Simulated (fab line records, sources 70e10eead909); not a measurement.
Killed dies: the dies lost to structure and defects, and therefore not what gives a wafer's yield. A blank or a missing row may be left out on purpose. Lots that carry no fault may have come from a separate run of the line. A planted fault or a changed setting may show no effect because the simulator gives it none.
3 desks looking at one fault -- flow nand_harc -- every desk sees just its own numbers, and what lay behind them comes last

== FROM THE METROLOGY DESK ==
Means of the sampled wafers that have a number, per lot and without regard to the tool the lot ran on: this is what the gauges read. Marked OUT: a lot whose mean sits more than 4 standard deviations from the usual mean, which makes it out of limits; the brackets give that distance.
Columns: A = cd_nm at NHARC_A_M1_CD_MEAS_09, usual 120.0 nm; B = overlay_x_nm at NHARC_A_M1_OVL_MEAS_10, usual 0.2 nm; C = overlay_y_nm at NHARC_A_M1_OVL_MEAS_10, usual -0.1 nm; D = cd_nm at NHARC_A_M1_CD_MEAS_16, usual 120.0 nm; E = thk_nm at NHARC_A_M1_THK_MEAS_24, usual 154.1 nm
lot,first seen here,A,B,C,D,E
L220,day 18 12:50,120.1,-0.9,-0.7,120.5,155.2
L234,day 21 20:04,120.1,-0.2,0.2,120.0,155.0
L235,day 22 07:25,119.8,-0.2,-0.8,119.7,153.7
L238,day 23 09:00,119.4,-0.3,-0.2,120.2,153.3
L239,day 23 20:10,120.0,-0.7,-0.3,120.3,154.3
This desk's verdict: no lot among the 5 shows anything out of limits.

== TOOL OWNER'S DESK, rie_diel-05 ==
The tool's own readings at NHARC_A_M1_ETCH_15 (etches the open film in C4F8/Ar, target depth 182.5 nm, time 91.2 s): means of the sampled wafers that have a number, for each lot that ran on this tool. Marked OUT: a lot whose mean sits more than 4 standard deviations from the usual mean, which makes it out of limits; the brackets give that distance.
Columns: A = bias_w at NHARC_A_M1_ETCH_15, usual 300.0 W; B = oes_product_au at NHARC_A_M1_ETCH_15, usual 0.953 a.u.; C = rf_vpp_V at NHARC_A_M1_ETCH_15, usual 440.3 V
lot,first seen here,A,B,C
L220,day 18 13:14,300.1,0.970,440.2
L238,day 23 09:23,299.6,0.962,438.0
This desk's verdict: no lot among the 2 shows anything out of limits.

== THE DEFECT DESK ==
Inspection counts along the route, by lot: the mean over sampled wafers that carry a number. Marked OUT: a lot whose mean sits more than 4 standard deviations from the usual mean, which makes it out of limits; the brackets give that distance.
Columns: A = raw_defect_count at NHARC_A_M1_INSPECT_11, usual 34
lot,first seen here,A
L220,day 18 12:59,34
L234,day 21 20:11,55
L235,day 22 07:33,54
L238,day 23 09:08,64
L239,day 23 20:18,20
This desk's verdict: no lot among the 5 shows anything out of limits.

== BROUGHT TOGETHER ==
From the metrology desk's view, nothing was out of limits.
The tool owner's desk saw nothing out of limits.
Nothing the defect desk looked at was out of limits.

== WHAT WAS PUT IN BY THE SIMULATOR ==
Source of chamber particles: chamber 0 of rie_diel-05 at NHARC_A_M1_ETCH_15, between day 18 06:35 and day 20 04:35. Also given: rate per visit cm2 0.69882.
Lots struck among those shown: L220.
